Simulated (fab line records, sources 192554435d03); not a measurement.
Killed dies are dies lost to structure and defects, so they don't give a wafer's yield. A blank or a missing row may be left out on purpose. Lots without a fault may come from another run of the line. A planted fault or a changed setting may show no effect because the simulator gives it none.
Chamber matching | flow n5_finfet | N5_STI_FIN_REVEAL_CMP_04 on cmp-04: 4 sister chambers
The step polishes, stops on Si3N4, t overpolish 4 s, target thk 131.83 nm. 8 wafers are shown with their chamber, then 8 later ones without.

WAFERS WITH THEIR CHAMBER
wafer  | chamber | time_to_endpoint_s (s) | motor_current_A (A)
L079.1 | 1       | 102                    | 8.8
L080.3 | 1       | 101                    | 9.4
L080.4 | 0       | 120                    | 8.6
L086.5 | 2       | 111                    | 7.1
L088.1 | 0       | 123                    | 9.0
L088.2 | 2       | 108                    | 6.8
L088.5 | 3       | 109                    | 7.9
L089.1 | 3       | 108                    | 8.7

WAFERS WITHOUT THEIR CHAMBER
wafer  | time_to_endpoint_s (s) | motor_current_A (A)
L089.4 | 107                    | 7.1
L089.6 | 104                    | 8.5
L092.1 | 122                    | 8.4
L092.4 | 102                    | 6.9
L092.6 | 104                    | 6.8
L094.1 | 107                    | 7.1
L094.2 | 129                    | 8.7
L094.5 | 128                    | 8.2

WHICH CHAMBER EACH WENT THROUGH
wafer  | from the rows above          | in truth
L089.4 | can't be placed: 2 or 3      | 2
L089.6 | can't be placed: 1 or 3      | 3
L092.1 | 0                            | 0
L092.4 | can't be placed: 2 or 3 or 1 | 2
L092.6 | can't be placed: 2 or 3      | 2
L094.1 | can't be placed: 2 or 3      | 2
L094.2 | 0                            | 0
L094.5 | 0                            | 0
Placed correctly: 3 of 8. Can't be placed from these rows: 5 (the true chamber is among the candidates in 5). Placed wrongly: 0.
How it was worked out, from the rows above alone: a wafer's distance from a chamber is the root of the sum, over the readings, of the square of ((its reading less the chamber's mean) divided by the reading's scatter). The wafer belongs to the nearest chamber; if the next one is less than 2 further off, it can't be placed. A chamber's mean is the mean of its shown wafers. The scatter: the root of (the sum of the squares of (reading less its chamber's mean) over the shown wafers, divided by (wafers less chambers)).
